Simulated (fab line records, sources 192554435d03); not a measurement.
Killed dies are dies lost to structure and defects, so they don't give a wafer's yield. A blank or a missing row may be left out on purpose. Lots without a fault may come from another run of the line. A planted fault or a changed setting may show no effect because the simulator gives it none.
Chamber matching | flow n5_finfet | N5_PMOS_HMC_CHANNEL_EPI_HM_DEP_34 on pecvd-04: 3 sister chambers
The step deposits SiO2 from TEOS/O2, target thk 36 nm, time 6.9 s. 3 wafers are shown with their chamber, then 7 later ones without.

WAFERS WITH THEIR CHAMBER
wafer  | chamber | throttle_valve_pct (%)
L192.2 | 0       | 19.5
L193.2 | 1       | 17.6
L193.5 | 2       | 18.9

WAFERS WITHOUT THEIR CHAMBER
wafer  | throttle_valve_pct (%)
L193.6 | 17.4
L194.1 | 19.5
L194.2 | 17.5
L194.4 | 17.8
L203.1 | 19.0
L203.4 | 17.3
L203.6 | 19.2

WHICH CHAMBER EACH WENT THROUGH
wafer  | from the rows above     | in truth
L193.6 | 1                       | 1
L194.1 | 0                       | 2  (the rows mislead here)
L194.2 | 1                       | 1
L194.4 | 1                       | 1
L203.1 | can't be placed: 2 or 0 | 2
L203.4 | 1                       | 1
L203.6 | can't be placed: 0 or 2 | 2
Placed correctly: 4 of 7. Can't be placed from these rows: 2 (the true chamber is among the candidates in 2). Placed wrongly: 1.
How it was worked out, from the rows above alone: a wafer's distance from a chamber is the root of the sum, over the readings, of the square of ((its reading less the chamber's mean) divided by the reading's scatter). The wafer belongs to the nearest chamber; if the next one is less than 2 further off, it can't be placed. A chamber's mean is the mean of its shown wafers. The scatter: with one shown wafer a chamber, the root of the mean of the squares of how far each hidden wafer lies from its nearest shown one.
